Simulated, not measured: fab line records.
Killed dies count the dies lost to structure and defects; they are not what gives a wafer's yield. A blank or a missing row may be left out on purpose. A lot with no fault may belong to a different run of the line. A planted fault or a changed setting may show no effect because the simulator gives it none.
8D (eight disciplines) problem report, filled in by code ; flow n5_finfet ; the parts of the form that need people (team, actions taken, sign-off) are left out

## 1. THE ISSUE
Wafers without a fault read 120.2 nm, standard deviation 0.73; cd_nm at N5_SD_EPI_N_CD_MEAS_09 reads a mean of 96.2 nm on 4 wafers belonging to 3 lots. That puts it -33 standard deviations away from the usual mean.
The step: target cd 120 nm.
The first sign was on wafer L616.3 at day 5 15:27, on cd_sem-01. Wafers with a number at this step in the record: 37, from 15 lots. Rule for "out" (also "out of limits"): further than 4 standard deviations from the usual mean. The rest of the wafers with a number are treated as sound.

## 2. WHAT THIS IS AND IS NOT
question;is;is not
which readings at this step;cd_nm;-
which lots;L616, L617, L619;L606, L607, L608, L609, L610, L611, L612, L622, L624, L625, L628, L629
which wafers of those lots;L616.3, L617.3, L617.6, L619.6;L616.1, L616.5, L619.1
read on which gauges;cd_sem-01, cd_sem-02;cd_sem-03
when;from day 5 15:27;"up to then (20 sound wafers); but 13 sound wafers of L619, L622, L624, L625, L628, L629 came after"

## 3. SUSPECTS, AND WHAT RULES EACH OUT
Counting: if a tool at a process step up to the reading ran every lot that is out, it stays a suspect. Sound lots after the first of them don't rule it out here, since some wafers of a struck lot are sound.
- the gauge at N5_SD_EPI_N_CD_MEAS_09 has been ruled out. The wafers that are out were read on 2 gauges (cd_sem-01, cd_sem-02).
- litho_track-02 at N5_SD_EPI_N_PEB_07 (peb time 60 s): kept. Ran every lot that is out, first one L616 (day 5 15:23); last sound lot up to then L609 (day 3 23:21). Out on those wafers are its own readings of heater_power_total_W.
Left after counting: litho_track-02 at N5_SD_EPI_N_PEB_07.

## 4. THE CAUSE (what the simulator had put in)
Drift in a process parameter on litho_track-02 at N5_SD_EPI_N_PEB_07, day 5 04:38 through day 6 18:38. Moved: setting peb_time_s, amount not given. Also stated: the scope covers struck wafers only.
Counting left only this tool.

## 5. THE EFFECT CHAIN, in route order
One row per reading whose mean, taken over the struck wafers that have a number, lies over 3 standard deviations from the usual. Scope: only readings with a usual standard deviation given in the record; hours: median across lots of the time from each lot's start at the first step in this table that gives one to its start at this step; sigmas: change in usual standard deviations.
hours;step;reading;usual;on struck wafers;change;sigmas
0;N5_SD_EPI_N_PEB_07;heater_power_total_W;175.2 W;256.6;+81.4;+51
0;N5_SD_EPI_N_CD_MEAS_09;cd_nm;120.2 nm;96.2;-24.0;-33
Its process steps:
- N5_SD_EPI_N_PEB_07: peb time 60 s.

## 6. WHAT WOULD HAVE CAUGHT IT SOONER
The first out-of-limits reading at a measuring or inspecting step in this record came at day 5 15:27, 11 hours after the fault's start at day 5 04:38.
The tool's own readings at N5_SD_EPI_N_PEB_07 were out on every struck wafer that the step has a row for (heater_power_total_W): an alarm limit on them would have fired on the first of those.
L617, L619, from the lots that are out (3), started N5_SD_EPI_N_PEB_07 on litho_track-02 later than day 5 15:27. A hold on the tool at that time would have spared those 2.
